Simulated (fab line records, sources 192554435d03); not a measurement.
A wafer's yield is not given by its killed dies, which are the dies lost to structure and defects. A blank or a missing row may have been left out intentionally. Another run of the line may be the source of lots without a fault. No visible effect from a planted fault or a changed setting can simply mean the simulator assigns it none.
A lot that was struck, set against a sound lot    flow n5-finfet    36 steps out of a route of 1938
Sound: wafers L645.1, L645.3, L645.6. Wafers L663.2, L663.3, L663.6 were the ones struck. The cause is given at the end.
Per side, at each step with rows, come the tool, then ch with its chambers, and then its first start. Under that, the readings that differ: sound wafers    struck wafers    difference of the means    sigmas: that difference in standard deviations of wafers without a fault.
alike: same words and numbers on both sides, and readings whose means sit less than 2 such deviations apart. not compared: any withheld reading, any reading some wafer has no value for, any bound like >300 that may hide the same value, and any number with overlapping values for which the record gives no deviation.
The two part at a step that has a row with sigmas, a row that says differs or no value, or rows on one side only. Non-overlapping numbers with no deviation appear without sigmas and do not part them. A reading missing from all wafers of one side parts the sides only when that side holds two or more wafers.

first, 5 steps without rows for these wafers: N5_BEOL_M0_ANNEAL_119 (time 90 s); N5_BEOL_M0_CMP_120 (polishes, stops on SiOC, t overpolish 6.9 s); N5_BEOL_M0_PRE_CLEAN_131 (time 15 s); N5_BEOL_M0_CO_CAP_123 (material Co, precursor CCTBA/H2, target thk 2 nm, time 102.1 s); N5_BEOL_M0_PRE_CLEAN_124 (time 15 s).
N5_BEOL_M0_DEP_125: deposits SiCN from 3MS/NH3, target thk 8 nm, time 14 s.
  sound on pecvd-02 ch 0,1, day 7 04:32; struck on pecvd-03 ch 0,1,2, day 10 05:52
  alike: chamber-pressure-Torr, rf-fwd-power-W, showerhead-plenum-p-Torr, showerhead-vpp-V, throttle-valve-pct
N5_BEOL_M0_RS_MEAS_126: measurement is done with a four-point probe.
  struck on film-metro-02, day 10 05:56; sound on film-metro-02, day 7 04:37
  alike: M0_RS
N5_BEOL_M0_INSPECT_127: inspects for defects (darkfield).
  struck on defect-inspect-02, day 10 05:57; sound on defect-inspect-01, day 7 04:38
  alike: raw-defect-count
then, 1 step without rows for these wafers: N5_BEOL_M1_ILD_DEP_00 (deposits SiOC from DEMS/O2, target thk 79 nm, time 15.3 s).
N5_BEOL_M1_THK_MEAS_01:
  struck on film-metro-01, day 10 06:04; sound on film-metro-01, day 7 04:45
  alike: M1_ILD_THK
then, 1 step without rows for these wafers: N5_BEOL_M1_PECVD_72 (deposits SiO2 from TEOS/O2, target thk 16 nm, time 18 s).
N5_BEOL_M1_HM_DEP_02: deposits TiN, target thk 20 nm.
  struck on pvd-sputter-03, day 10 06:24; sound on pvd-sputter-02, day 7 04:56
  no value came back on the struck wafers for chamber-pressure-pa (Pa), substrate-temp-c (C), throttle-valve-pct (%); on the sound wafers chamber-pressure-pa (Pa) reads 0.4996 0.4999 0.5002
then, 9 steps without rows for these wafers: N5_BEOL_M1_COAT_61 (time 60 s, resist thk 60 nm); N5_BEOL_M1_COAT_62 (time 60 s, resist thk 12 nm); N5_BEOL_M1_COAT_73 (time 60 s, resist thk 5 nm); N5_BEOL_M1_COAT_05 (resist thk 30 nm); N5_BEOL_M1_EBR_07; N5_BEOL_M1_SOFTBAKE_06 (time 60 s); N5_BEOL_M1_EXPOSE_08 (exposes mask M1); N5_BEOL_M1_PEB_09 (peb time 60 s); N5_BEOL_M1_DEVELOP_10 (develop time 30 s).
N5_BEOL_M1_CD_MEAS_11: the cd target is 17.05 nm.
  sound on cd-sem-03 ch 0, day 7 05:28; struck on cd-sem-03 ch 0, day 10 06:55
  alike: cd-nm
N5_BEOL_M1_OVL_MEAS_12:
  sound on overlay-02 ch 0, day 7 05:30; struck on overlay-01 ch 0, day 10 06:57
  alike: M1_OVL
N5_BEOL_M1_INSPECT_13: inspects for defects (brightfield).
  struck on defect-inspect-01, day 10 07:00; sound on defect-inspect-01, day 7 05:34
  alike: raw-defect-count
N5_BEOL_M1_DESCUM_16: chemistry O2, time 7 s.
  sound on rie-diel-04 ch 0,1, day 7 05:35; struck on rie-diel-05 ch 0,2, day 10 07:02
  alike: bias-power-w, drypump-motor-current-A, o2-flow-sccm, oes-product-au, rf-vpp-V, showerhead-plenum-p-Torr, temp-c, throttle-valve-pct
  not compared: rf-hours-counter-h
N5_BEOL_M1_ETCH_74: etches underlayer in N2/H2, target depth 6.5 nm, time 5.2 s.
  sound on rie-diel-04 ch 0,1, day 7 05:38; struck on rie-diel-05 ch 0,2, day 10 07:04
  alike: drypump-motor-current-A, etch-rf-on-time-s, oes-product-au, rf-vpp-V, showerhead-plenum-p-Torr, throttle-valve-pct
  not compared: rf-hours-counter-h
N5_BEOL_M1_ETCH_63: etches SiARC in CF4, target depth 15.6 nm, time 26 s.
  sound on rie-diel-04 ch 0,1, day 7 05:38; struck on rie-diel-05 ch 0,2, day 10 07:05
  alike: drypump-motor-current-A, etch-rf-on-time-s, mfc-ar-sccm, oes-product-au, rf-vpp-V, showerhead-plenum-p-Torr, throttle-valve-pct
  not compared: rf-hours-counter-h
then, 4 steps without rows for these wafers: N5_BEOL_M1_ETCH_64 (etches SOC in N2/H2, target depth 75 nm, overetch 15 nm, time 112.5 s); N5_BEOL_M1_STRIP_65 (strips in N2/H2); N5_BEOL_M1_STRIP_75 (strips in N2/H2); N5_BEOL_M1_STRIP_66 (strips in CF4).
N5_BEOL_M1_HM_OPEN_17: chemistry Cl2/BCl3, target TiN, target depth 20 nm, overetch 6 nm.
  sound on rie-metal-02 ch 0, day 7 05:50; struck on rie-metal-03 ch 1, day 10 07:17
reading                   sound              struck             difference  sigmas
oes-product-au (a.u.)     0.76 0.75 0.75     0.29 0.28 0.28     -0.47       -6
throttle-valve-pct (%)    21.98 21.98 21.99  22.68 22.67 22.66  +0.69       +4
model.etch.depth-nm (nm)  19.94 19.78 19.71  0 0 0              -20         
  alike: drypump-motor-current-A, mfc-ar-sccm
  not compared: rf-hours-counter-h
N5_BEOL_M1_STRIP_19: strips in O2.
  sound on rie-diel-05 ch 2,3, day 7 05:57; struck on rie-diel-02 ch 1,3, day 10 07:23
  alike: drypump-motor-current-A, o2-flow-sccm, oes-product-au, rf-vpp-V, showerhead-plenum-p-Torr, temp-c, throttle-valve-pct
  not compared: rf-hours-counter-h
N5_BEOL_M1_CD_MEAS_18: pitch 36 nm, target cd 18 nm.
  struck on cd-sem-01, day 10 07:28; sound on cd-sem-03, day 7 06:01
reading     sound           struck  difference                     sigmas
cd-nm (nm)  18.3 18.2 18.1  - - -   no value on the struck wafers  
then, 1 step without rows for these wafers: N5_BEOL_M1_COAT_67 (time 60 s, resist thk 60 nm).
N5_BEOL_M4_RC_MEAS_101:
  the record has rows for the sound wafers here (prober-01 ch 0, day 8 20:43) and none for the struck ones

WHERE THEY PART
First at N5_BEOL_M1_HM_DEP_02; last, within this record, at N5_BEOL_M4_RC_MEAS_101.

WHY: what the simulator had put in
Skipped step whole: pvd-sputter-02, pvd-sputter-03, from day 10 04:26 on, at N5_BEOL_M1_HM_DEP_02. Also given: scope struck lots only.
